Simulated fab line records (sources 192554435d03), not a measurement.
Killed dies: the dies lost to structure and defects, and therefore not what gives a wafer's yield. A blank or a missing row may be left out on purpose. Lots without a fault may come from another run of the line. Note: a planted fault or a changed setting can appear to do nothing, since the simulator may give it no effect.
Matching of chambers | flow n5Finfet | 4 sister chambers for N5_BEOL_M15_DESCUM_33 on rieDiel-03
The step chemistry O2, time 7.9 s. 8 wafers are shown with their chamber, then 12 later ones without.

WAFERS, EACH WITH ITS CHAMBER
wafer  | chamber | drypumpMotorCurrentA (A) | throttleValvePct (%)
L090.3 | 0       | 6.0                      | 20.71
L090.5 | 2       | 5.9                      | 20.44
L090.6 | 3       | 6.2                      | 20.30
L088.5 | 0       | 6.0                      | 20.71
L088.6 | 1       | 5.2                      | 19.95
L097.3 | 2       | 5.8                      | 20.46
L097.4 | 1       | 5.2                      | 19.95
L097.5 | 3       | 6.2                      | 20.31

WAFERS WHOSE CHAMBER IS MISSING
wafer  | drypumpMotorCurrentA (A) | throttleValvePct (%)
L092.1 | 5.2                      | 19.95
L092.2 | 6.0                      | 20.72
L092.5 | 6.0                      | 20.71
L089.1 | 6.2                      | 20.33
L089.2 | 6.0                      | 20.74
L089.3 | 5.2                      | 19.95
L094.1 | 5.9                      | 20.47
L094.5 | 6.0                      | 20.73
L094.6 | 6.1                      | 20.32
L082.1 | 5.9                      | 20.49
L082.3 | 6.0                      | 20.75
L082.6 | 5.2                      | 19.97

WHICH CHAMBER EACH WENT THROUGH
wafer  | from the rows above | in truth
L092.1 | 1                   | 1
L092.2 | 0                   | 0
L092.5 | 0                   | 0
L089.1 | 3                   | 3
L089.2 | 0                   | 0
L089.3 | 1                   | 1
L094.1 | 2                   | 2
L094.5 | 0                   | 0
L094.6 | 3                   | 3
L082.1 | 2                   | 2
L082.3 | 0                   | 0
L082.6 | 1                   | 1
Placed correctly: 12 of 12. Not placeable from these rows: 0. Placed wrongly: 0.
How it was worked out, from the rows above alone: a wafer's distance from a chamber is the root of the sum, over the readings, of the square of ((its reading less the chamber's mean) divided by the reading's scatter). If the next closest chamber is less than 2 further off than the closest, the wafer can't be placed; otherwise it belongs to the closest. For every chamber, the mean is computed from those of its wafers that are shown. The scatter: the root of (the sum of the squares of (reading less its chamber's mean) over the shown wafers, divided by (wafers less chambers)).
